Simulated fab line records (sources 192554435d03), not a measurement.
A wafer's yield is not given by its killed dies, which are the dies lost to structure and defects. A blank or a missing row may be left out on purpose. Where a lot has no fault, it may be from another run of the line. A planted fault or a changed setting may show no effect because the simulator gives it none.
Matching of chambers    flow n5 finfet    N5_HKMG_FIN_CVD_62 on thermal cvd si-01 has 3 sister chambers
The step deposits a-Si from Si2H6, target thk 3 nm, time 20.8 s. 27 wafers are shown with their chamber, then 12 later ones without.

## WAFERS, EACH WITH ITS CHAMBER
wafer   chamber  heater power w (W)  chamber pressure Torr (Torr)
L074.3  0        1302                1.0011
L074.4  2        1416                0.9983
L074.5  1        1519                1.0019
L076.1  2        1344                0.9990
L076.3  1        1601                0.9986
L076.4  2        1414                0.9969
L078.1  2        1360                0.9995
L078.4  1        1576                0.9973
L078.5  2        1394                1.0016
L080.1  2        1412                1.0021
L080.3  0        1267                0.9984
L080.5  0        1289                1.0007
L082.1  1        1511                0.9988
L082.5  1        1589                1.0004
L082.6  2        1400                1.0001
L084.2  0        1295                1.0008
L084.4  1        1529                0.9972
L084.5  0        1316                1.0048
L086.1  2        1404                1.0004
L086.2  0        1302                0.9998
L086.3  1        1550                0.9980
L088.1  0        1285                1.0005
L088.4  2        1391                1.0028
L088.6  0        1286                1.0001
L090.3  2        1404                1.0035
L090.4  2        1396                1.0025
L090.5  1        1573                1.0036

SIGNATURES (averages over the wafers above)
reading                chamber 0  chamber 1  chamber 2  scatter within a chamber
heater power w         1292.75    1556.00    1394.09    24.6
chamber pressure Torr  1.000775   0.999475   1.000609   0.00208
Rule: a wafer lies at a distance from a chamber equal to the root of the sum of squares, over the readings, of (its reading less the chamber's mean, divided by the reading's scatter). The wafer belongs to the nearest chamber; if the next one is less than 2 further off, it can't be placed. The scatter: the root of (the sum of the squares of (reading less its chamber's mean) over the shown wafers, divided by (wafers less chambers)).

## WAFERS MISSING THEIR CHAMBER
wafer   heater power w (W)  chamber pressure Torr (Torr)
L092.2  1397                0.9991
L092.3  1543                1.0021
L092.5  1325                1.0031
L094.1  1405                1.0017
L094.3  1564                1.0031
L094.4  1322                1.0005
L096.3  1513                0.9990
L096.4  1379                0.9965
L096.5  1565                0.9997
L097.2  1321                1.0032
L097.3  1367                1.0010
L097.4  1554                0.9997

## EACH ONE'S CHAMBER
wafer   from the rows above      in truth
L092.2  2                        2
L092.3  1                        1
L092.5  can't be placed: 0 or 2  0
L094.1  2                        2
L094.3  1                        1
L094.4  can't be placed: 0 or 2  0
L096.3  1                        1
L096.4  can't be placed: 2 or 0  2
L096.5  1                        1
L097.2  can't be placed: 0 or 2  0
L097.3  can't be placed: 2 or 0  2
L097.4  1                        1
Correctly placed: 7 of 12. These rows do not allow placing 5 (true chamber among the candidates in 5). Number placed wrongly: 0.
